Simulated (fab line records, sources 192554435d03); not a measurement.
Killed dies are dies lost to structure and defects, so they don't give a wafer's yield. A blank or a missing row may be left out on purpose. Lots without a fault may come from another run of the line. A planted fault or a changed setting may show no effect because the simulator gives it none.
Chamber matching | flow n5_finfet | N5_BEOL_M4_ETCH_64 on rie_diel-01: 4 sister chambers
The step etches SOC in N2/H2, target depth 75 nm, overetch 22.5 nm, time 121.9 s. 4 wafers are shown with their chamber, then 12 later ones without.

WAFERS WITH THEIR CHAMBER
wafer  | chamber | throttle_valve_pct (%)
L086.1 | 0       | 17.92
L089.1 | 3       | 18.03
L089.2 | 2       | 18.08
L089.3 | 1       | 17.59

WAFERS WITHOUT THEIR CHAMBER
wafer  | throttle_valve_pct (%)
L089.4 | 17.93
L089.5 | 18.06
L089.6 | 17.59
L093.2 | 17.94
L093.3 | 18.05
L093.4 | 18.09
L096.1 | 18.06
L096.2 | 18.09
L096.5 | 17.63
L097.3 | 17.63
L097.4 | 18.11
L097.5 | 18.06

WHICH CHAMBER EACH WENT THROUGH
wafer  | from the rows above     | in truth
L089.4 | 0                       | 0
L089.5 | can't be placed: 2 or 3 | 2
L089.6 | 1                       | 1
L093.2 | 0                       | 0
L093.3 | can't be placed: 3 or 2 | 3
L093.4 | 2                       | 2
L096.1 | can't be placed: 2 or 3 | 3
L096.2 | 2                       | 2
L096.5 | 1                       | 1
L097.3 | 1                       | 1
L097.4 | 2                       | 2
L097.5 | can't be placed: 2 or 3 | 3
Placed correctly: 8 of 12. Can't be placed from these rows: 4 (the true chamber is among the candidates in 4). Placed wrongly: 0.
How it was worked out, from the rows above alone: a wafer's distance from a chamber is the root of the sum, over the readings, of the square of ((its reading less the chamber's mean) divided by the reading's scatter). The wafer belongs to the nearest chamber; if the next one is less than 2 further off, it can't be placed. A chamber's mean is the mean of its shown wafers. The scatter: with one shown wafer a chamber, the root of the mean of the squares of how far each hidden wafer lies from its nearest shown one.
